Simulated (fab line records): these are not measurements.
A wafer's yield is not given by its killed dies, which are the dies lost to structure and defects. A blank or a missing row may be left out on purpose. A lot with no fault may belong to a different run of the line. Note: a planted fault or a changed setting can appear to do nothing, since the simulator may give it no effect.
Chamber matching | flow n5-finfet | N5_BEOL_M5_ILD_DEP_00 on pecvd-04 has 3 sister chambers
The step deposits SiCOH lowk from DEMS/porogen, target thk 140.64 nm, time 25.9 s. 6 wafers are shown with their chamber, then 8 later ones without.

== WAFERS PAIRED WITH THEIR CHAMBERS ==
wafer  | chamber | throttle-valve-pct (%) | showerhead-plenum-p-Torr (Torr)
L089.2 | 1       | 14.1                   | 5.746
L089.3 | 0       | 15.1                   | 5.725
L091.2 | 0       | 15.1                   | 5.712
L091.5 | 1       | 14.2                   | 5.745
L091.6 | 2       | 12.2                   | 5.742
L095.1 | 2       | 12.4                   | 5.718

== WAFERS WITHOUT THEIR CHAMBER ==
wafer  | throttle-valve-pct (%) | showerhead-plenum-p-Torr (Torr)
L095.4 | 12.4                   | 5.727
L095.6 | 15.2                   | 5.712
L096.2 | 12.4                   | 5.740
L096.3 | 15.5                   | 5.712
L096.4 | 14.0                   | 5.738
L097.1 | 13.9                   | 5.754
L097.3 | 15.5                   | 5.713
L097.6 | 15.5                   | 5.737

== WHICH CHAMBER EACH WENT THROUGH ==
wafer  | from the rows above | in truth
L095.4 | 2                   | 2
L095.6 | 0                   | 0
L096.2 | 2                   | 2
L096.3 | 0                   | 0
L096.4 | 1                   | 1
L097.1 | 1                   | 1
L097.3 | 0                   | 0
L097.6 | 0                   | 0
Correctly placed: 8 of 8. Left unplaced by these rows: 0. Number placed wrongly: 0.
How it was worked out, from the rows above alone: a wafer's distance from a chamber is the root of the sum, over the readings, of the square of ((its reading less the chamber's mean) divided by the reading's scatter). If the next closest chamber is less than 2 further off than the closest, the wafer can't be placed; otherwise it belongs to the closest. For every chamber, the mean is computed from those of its wafers that are shown. The scatter: the root of (the sum of the squares of (reading less its chamber's mean) over the shown wafers, divided by (wafers less chambers)).
